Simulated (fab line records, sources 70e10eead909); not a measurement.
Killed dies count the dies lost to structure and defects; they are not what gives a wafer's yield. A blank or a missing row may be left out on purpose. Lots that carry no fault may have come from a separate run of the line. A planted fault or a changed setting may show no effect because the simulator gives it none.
A struck lot beside a sound one / flow nand-harc / 15 out of 1302 route steps
Sound: the wafers L231.1, L231.4, L231.5. Struck: wafers L238.1, L238.4. At the end, the cause is stated.
For every step that has rows: the tool of each side, followed by ch and its chambers, followed by its first start. Under that, the readings that differ: sound wafers / struck wafers / difference of the means / sigmas: that difference in standard deviations of wafers without a fault.
alike: words and numbers the same on both sides, and readings whose means are apart by under 2 such deviations; not compared: readings that were withheld, readings missing a value for some wafer, numbers with overlapping values and no deviation given by the record, and bounds like >300 which may hide the same value.
Wherever a step has rows on one side only, a row that says differs or no value, or a row with sigmas, the two part there. Numbers that have no deviation but don't overlap get no sigmas and don't part them. Lack of a reading on every wafer of one side parts them only where that side has two or more wafers.

first, 6 steps without rows for these wafers: NHARC_A_CONTACT_COAT_02 (resist thk 90 nm); NHARC_A_CONTACT_SOFTBAKE_03 (time 55 s); NHARC_A_CONTACT_EBR_04; NHARC_A_CONTACT_EXPOSE_05 (exposes mask A CC); NHARC_A_CONTACT_PEB_06 (peb time 65 s); NHARC_A_CONTACT_DEVELOP_07 (develop time 35 s).
NHARC_A_CONTACT_CD_MEAS_08: target cd 200 nm.
  sound on cd-sem-01 ch 0, day 23 17:57; struck on cd-sem-03 ch 0, day 26 18:10
  alike: cd-nm
NHARC_A_CONTACT_OVL_MEAS_09:
  sound on overlay-01 at day 23 18:02; struck on overlay-02 at day 26 18:15
  alike: overlay-x-nm, overlay-y-nm
NHARC_A_CONTACT_INSPECT_10:
  sound on defect-inspect-01 at day 23 18:05; struck on defect-inspect-01 at day 26 18:17
  alike: raw-defect-count
NHARC_A_CONTACT_DESCUM_13: chemistry O2, time 3 s.
  sound on rie-diel-02 ch 0,2,3, day 23 18:09; struck on rie-diel-02 ch 0,1, day 26 18:22
  alike: drypump-motor-current-A, oes-product-au, rf-vpp-V, showerhead-plenum-p-Torr, throttle-valve-pct
  not compared: rf-hours-counter-h
NHARC_A_CONTACT_ETCH_88: etches the open film in CF4, target depth 39 nm, time 65 s.
  sound on rie-diel-02 ch 0,3, day 23 18:14; struck on rie-diel-02 ch 1,3, day 26 18:26
  alike: drypump-motor-current-A, oes-product-au, rf-vpp-V, showerhead-plenum-p-Torr, throttle-valve-pct
  not compared: rf-hours-counter-h
NHARC_A_CONTACT_ETCH_89: etches the open film in N2/H2, target depth 260 nm, time 475.3 s.
  sound: rie-diel-02 ch 0,2; struck: rie-diel-02 ch 0,2
  alike: drypump-motor-current-A, oes-product-au, rf-vpp-V, showerhead-plenum-p-Torr, throttle-valve-pct
  not compared: rf-hours-counter-h
NHARC_A_CONTACT_ETCH_30: etches the open film in CF4/CHF3, target depth 72.6 nm, time 36.3 s.
  sound on rie-diel-02 ch 0,1,3, day 23 18:40; struck on rie-diel-02 ch 0,2, day 26 18:52
reading=oes-product-au (a.u.); sound=0.937 0.926 0.949; struck=0.816 0.818; difference=-0.120; sigmas=-8
  alike: drypump-motor-current-A, rf-vpp-V, showerhead-plenum-p-Torr, throttle-valve-pct
  not compared: rf-hours-counter-h
NHARC_A_CONTACT_ETCH_31: etches the open film in O2/COS, target depth 2800 nm, time 728 s.
  sound: rie-diel-02 ch 1,3; struck: rie-diel-02 ch 0,1
  alike: drypump-motor-current-A, oes-product-au, rf-vpp-V, showerhead-plenum-p-Torr, throttle-valve-pct
  not compared: rf-hours-counter-h
-- jump in the record: it breaks off in module A_CONTACT and resumes in module END (first step shown: number 1302 of the route), and 2 days separate the struck wafers' starts before and after --
NHARC_END_SORT_01:
  here the record holds rows for the struck wafers (prober-01 ch 0, day 28 21:45) but none for the sound ones

== WHERE THEY PART ==
At NHARC_A_CONTACT_ETCH_30 first; at NHARC_END_SORT_01 last (within this record only).

WHY: what had been put in by the simulator
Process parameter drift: rie-diel-02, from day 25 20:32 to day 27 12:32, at NHARC_A_CONTACT_ETCH_30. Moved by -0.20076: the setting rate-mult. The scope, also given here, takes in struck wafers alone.
